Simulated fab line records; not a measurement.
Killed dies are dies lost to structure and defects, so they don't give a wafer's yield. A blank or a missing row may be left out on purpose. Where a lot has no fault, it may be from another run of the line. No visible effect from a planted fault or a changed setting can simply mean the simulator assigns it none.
Chamber matching || flow n5 finfet || N5_BEOL_M0_SAQP_ILD_DEP_01 on pecvd-03: 3 sister chambers
The step deposits SiOC from DEMS/O2, target thk 45.419 nm, time 8.7 s. 18 wafers are shown with their chamber, then 9 later ones without.

## EACH WAFER AND ITS CHAMBER
{"wafer": "L074.2", "chamber": 0, "throttle valve pct (%)": 13.4, "heater power w (W)": 449, "showerhead plenum p Torr (Torr)": 5.692}
{"wafer": "L074.3", "chamber": 1, "throttle valve pct (%)": 12.3, "heater power w (W)": 532, "showerhead plenum p Torr (Torr)": 5.690}
{"wafer": "L074.4", "chamber": 0, "throttle valve pct (%)": 13.3, "heater power w (W)": 445, "showerhead plenum p Torr (Torr)": 5.679}
{"wafer": "L075.4", "chamber": 2, "throttle valve pct (%)": 11.5, "heater power w (W)": 655, "showerhead plenum p Torr (Torr)": 5.685}
{"wafer": "L075.5", "chamber": 1, "throttle valve pct (%)": 12.3, "heater power w (W)": 479, "showerhead plenum p Torr (Torr)": 5.712}
{"wafer": "L075.6", "chamber": 0, "throttle valve pct (%)": 13.1, "heater power w (W)": 457, "showerhead plenum p Torr (Torr)": 5.692}
{"wafer": "L081.3", "chamber": 1, "throttle valve pct (%)": 12.1, "heater power w (W)": 527, "showerhead plenum p Torr (Torr)": 5.707}
{"wafer": "L081.5", "chamber": 2, "throttle valve pct (%)": 11.6, "heater power w (W)": 649, "showerhead plenum p Torr (Torr)": 5.693}
{"wafer": "L081.6", "chamber": 0, "throttle valve pct (%)": 13.4, "heater power w (W)": 431, "showerhead plenum p Torr (Torr)": 5.690}
{"wafer": "L084.2", "chamber": 2, "throttle valve pct (%)": 11.6, "heater power w (W)": 599, "showerhead plenum p Torr (Torr)": 5.696}
{"wafer": "L084.3", "chamber": 0, "throttle valve pct (%)": 13.3, "heater power w (W)": 353, "showerhead plenum p Torr (Torr)": 5.687}
{"wafer": "L084.4", "chamber": 0, "throttle valve pct (%)": 13.4, "heater power w (W)": 346, "showerhead plenum p Torr (Torr)": 5.679}
{"wafer": "L087.2", "chamber": 0, "throttle valve pct (%)": 13.6, "heater power w (W)": 438, "showerhead plenum p Torr (Torr)": 5.673}
{"wafer": "L087.4", "chamber": 0, "throttle valve pct (%)": 13.4, "heater power w (W)": 429, "showerhead plenum p Torr (Torr)": 5.679}
{"wafer": "L087.5", "chamber": 2, "throttle valve pct (%)": 11.4, "heater power w (W)": 629, "showerhead plenum p Torr (Torr)": 5.710}
{"wafer": "L091.1", "chamber": 2, "throttle valve pct (%)": 11.8, "heater power w (W)": 590, "showerhead plenum p Torr (Torr)": 5.705}
{"wafer": "L091.3", "chamber": 0, "throttle valve pct (%)": 13.1, "heater power w (W)": 444, "showerhead plenum p Torr (Torr)": 5.680}
{"wafer": "L091.6", "chamber": 2, "throttle valve pct (%)": 12.0, "heater power w (W)": 599, "showerhead plenum p Torr (Torr)": 5.687}

SIGNATURES, as means of the wafers listed above
{"reading": "throttle valve pct", "chamber 0": 13.333, "chamber 1": 12.233, "chamber 2": 11.650, "scatter within a chamber": 0.175}
{"reading": "heater power w", "chamber 0": 421.33, "chamber 1": 512.67, "chamber 2": 620.17, "scatter within a chamber": 36.1}
{"reading": "showerhead plenum p Torr", "chamber 0": 5.68344, "chamber 1": 5.70300, "chamber 2": 5.69600, "scatter within a chamber": 0.0087}
Rule: a wafer's distance from a chamber is the root of the sum, over the readings, of the square of ((its reading less the chamber's mean) divided by the reading's scatter). If the next closest chamber is less than 2 further off than the closest, the wafer can't be placed; otherwise it belongs to the closest. The scatter: take each reading less its chamber's mean, square it, sum over the shown wafers, divide by the number of wafers less the number of chambers, and take the root.

## WAFERS WITH NO CHAMBER GIVEN
{"wafer": "L093.1", "throttle valve pct (%)": 11.5, "heater power w (W)": 633, "showerhead plenum p Torr (Torr)": 5.693}
{"wafer": "L093.3", "throttle valve pct (%)": 12.6, "heater power w (W)": 451, "showerhead plenum p Torr (Torr)": 5.693}
{"wafer": "L093.6", "throttle valve pct (%)": 13.2, "heater power w (W)": 451, "showerhead plenum p Torr (Torr)": 5.679}
{"wafer": "L095.2", "throttle valve pct (%)": 12.5, "heater power w (W)": 504, "showerhead plenum p Torr (Torr)": 5.683}
{"wafer": "L095.3", "throttle valve pct (%)": 11.4, "heater power w (W)": 642, "showerhead plenum p Torr (Torr)": 5.699}
{"wafer": "L095.6", "throttle valve pct (%)": 12.4, "heater power w (W)": 501, "showerhead plenum p Torr (Torr)": 5.702}
{"wafer": "L096.4", "throttle valve pct (%)": 11.4, "heater power w (W)": 630, "showerhead plenum p Torr (Torr)": 5.715}
{"wafer": "L096.5", "throttle valve pct (%)": 11.5, "heater power w (W)": 626, "showerhead plenum p Torr (Torr)": 5.685}
{"wafer": "L096.6", "throttle valve pct (%)": 12.2, "heater power w (W)": 487, "showerhead plenum p Torr (Torr)": 5.701}

## THE CHAMBER EACH PASSED THROUGH
{"wafer": "L093.1", "from the rows above": 2, "in truth": 2}
{"wafer": "L093.3", "from the rows above": "can't be placed: 1 or 0", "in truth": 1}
{"wafer": "L093.6", "from the rows above": 0, "in truth": 0}
{"wafer": "L095.2", "from the rows above": 1, "in truth": 1}
{"wafer": "L095.3", "from the rows above": 2, "in truth": 2}
{"wafer": "L095.6", "from the rows above": 1, "in truth": 1}
{"wafer": "L096.4", "from the rows above": 2, "in truth": 2}
{"wafer": "L096.5", "from the rows above": 2, "in truth": 2}
{"wafer": "L096.6", "from the rows above": 1, "in truth": 1}
Correct placement for 8 of the 9. Not placeable from these rows: 1 (in 1, the candidates include the true chamber). Wrongly placed: 0.
